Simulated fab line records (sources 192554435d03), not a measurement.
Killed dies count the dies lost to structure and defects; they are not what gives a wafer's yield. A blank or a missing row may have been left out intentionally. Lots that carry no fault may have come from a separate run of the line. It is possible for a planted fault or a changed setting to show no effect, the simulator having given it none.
Which tool was responsible? / flow n5Finfet / 36 wafers sampled from 12 lots at 1 step of a route of 1938

WHAT EACH GAUGE READ, for each wafer
N5_BEOL_M1_OVL_MEAS_29.
lot=L076; measured=day 7 14:11; on=overlay-01; V0_OVL (nm)=-0.3 -1.6 0.1
lot=L077; measured=day 7 16:43; on=overlay-01; V0_OVL (nm)=-0.9 -1.1 -1.4
lot=L079; measured=day 7 23:13; on=overlay-01; V0_OVL (nm)=0.8 0.0 -0.6
lot=L081; measured=day 8 07:51; on=overlay-02; V0_OVL (nm)=-0.1 -0.7 -1.6
lot=L083; measured=day 8 16:47; on=overlay-01; V0_OVL (nm)=-1.2 -1.6 -1.3
lot=L085; measured=day 9 10:32; on=overlay-01; V0_OVL (nm)=0.8 0.9 -0.2
lot=L087; measured=day 9 19:51; on=overlay-02; V0_OVL (nm)=-1.5 -2.1 -1.3
lot=L089; measured=day 10 07:53; on=overlay-01; V0_OVL (nm)=0.8 -0.7 -1.1
lot=L091; measured=day 10 19:02; on=overlay-02; V0_OVL (nm)=0.3 0.2 1.0
lot=L093; measured=day 11 10:14; on=overlay-01; V0_OVL (nm)=-1.2 -0.6 -1.6
lot=L097; measured=day 11 22:04; on=overlay-01; V0_OVL (nm)=-0.5 -0.5 -1.4
lot=L094; measured=day 12 07:48; on=overlay-02; V0_OVL (nm)=-1.3 -1.2 -1.0

TOOL THAT RAN EACH LOT (tool first, then ch and the chambers of the sampled wafers, then the start)
No process step before these readings appears in the record.

THE ANSWER, worked out from the rows above alone
Rule: the lots themselves supply what counts as usual. The widest of any qualifying gaps counts: lots, ordered by their means at a reading, are off when they make up no more than a third of the lots, leave a main group of 4 or more, and stand apart from it by 3 or more times the standard deviation of that group's means. A main group whose means are all the same, to the digits that the tables above print for the reading, isn't used. Also off: a lot with no number at a reading for which 4 or more lots have one. The other lots that the step has rows for count as sound.
Across all readings shown, no lot is off: no conclusion can be drawn from this.

WHAT THE SIMULATOR HAD PUT IN
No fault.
